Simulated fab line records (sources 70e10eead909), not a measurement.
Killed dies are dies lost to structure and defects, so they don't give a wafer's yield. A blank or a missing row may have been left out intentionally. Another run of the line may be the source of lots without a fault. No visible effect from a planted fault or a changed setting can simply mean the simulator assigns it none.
Matching of chambers -- flow nand_harc -- NHARC_A_CHANNEL_HOLE_D1_DEP_01 on pecvd-01 has 3 sister chambers
The step deposits SiON, target thk 140 nm. 18 wafers are shown with their chamber, then 9 later ones without.

== WAFERS, EACH WITH ITS CHAMBER ==
wafer,chamber,heater_power_w (W),chamber_pressure_Torr (Torr)
L078.2,0,946,3.502
L078.3,2,907,3.498
L078.6,0,932,3.508
L079.1,1,895,3.491
L079.3,0,994,3.502
L079.6,1,911,3.496
L081.3,0,865,3.495
L081.5,0,876,3.515
L081.6,2,870,3.503
L085.1,1,931,3.485
L085.3,2,831,3.501
L085.6,1,905,3.492
L091.1,1,842,3.506
L091.2,2,878,3.496
L091.3,0,868,3.488
L093.1,0,935,3.499
L093.3,2,856,3.486
L093.4,2,867,3.503

SIGNATURES, as means of the wafers listed above
reading,chamber 0,chamber 1,chamber 2,scatter within a chamber
heater_power_w,916.57,896.80,868.17,38
chamber_pressure_Torr,3.50129,3.49400,3.49783,0.00776
Rule: for each reading, subtract the chamber's mean from the wafer's reading, divide by that reading's scatter and square the result; add these up over the readings and take the root, which gives the wafer's distance from the chamber. The wafer belongs to the nearest chamber; if the next one is less than 2 further off, it can't be placed. The scatter is the square root of a quotient: the sum, over the shown wafers, of each reading's squared deviation from its chamber's mean, divided by wafers minus chambers.

== WAFERS WITHOUT THEIR CHAMBER ==
wafer,heater_power_w (W),chamber_pressure_Torr (Torr)
L095.4,828,3.503
L095.5,872,3.496
L095.6,903,3.496
L096.2,882,3.512
L096.3,845,3.495
L096.6,880,3.500
L097.2,730,3.496
L097.3,873,3.518
L097.5,874,3.505

== CHAMBER TAKEN BY EACH ==
wafer,from the rows above,in truth
L095.4,can't be placed: 2 or 1 or 0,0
L095.5,can't be placed: 2 or 1 or 0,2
L095.6,can't be placed: 1 or 0 or 2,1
L096.2,can't be placed: 0 or 2 or 1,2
L096.3,can't be placed: 2 or 1 or 0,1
L096.6,can't be placed: 2 or 1 or 0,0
L097.2,can't be placed: 2 or 1 or 0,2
L097.3,can't be placed: 0 or 2 or 1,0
L097.5,can't be placed: 2 or 0 or 1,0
Correct placement for 0 of the 9. From these rows, 9 cannot be placed; in 9 the true chamber is one of the candidates. Number placed wrongly: 0.
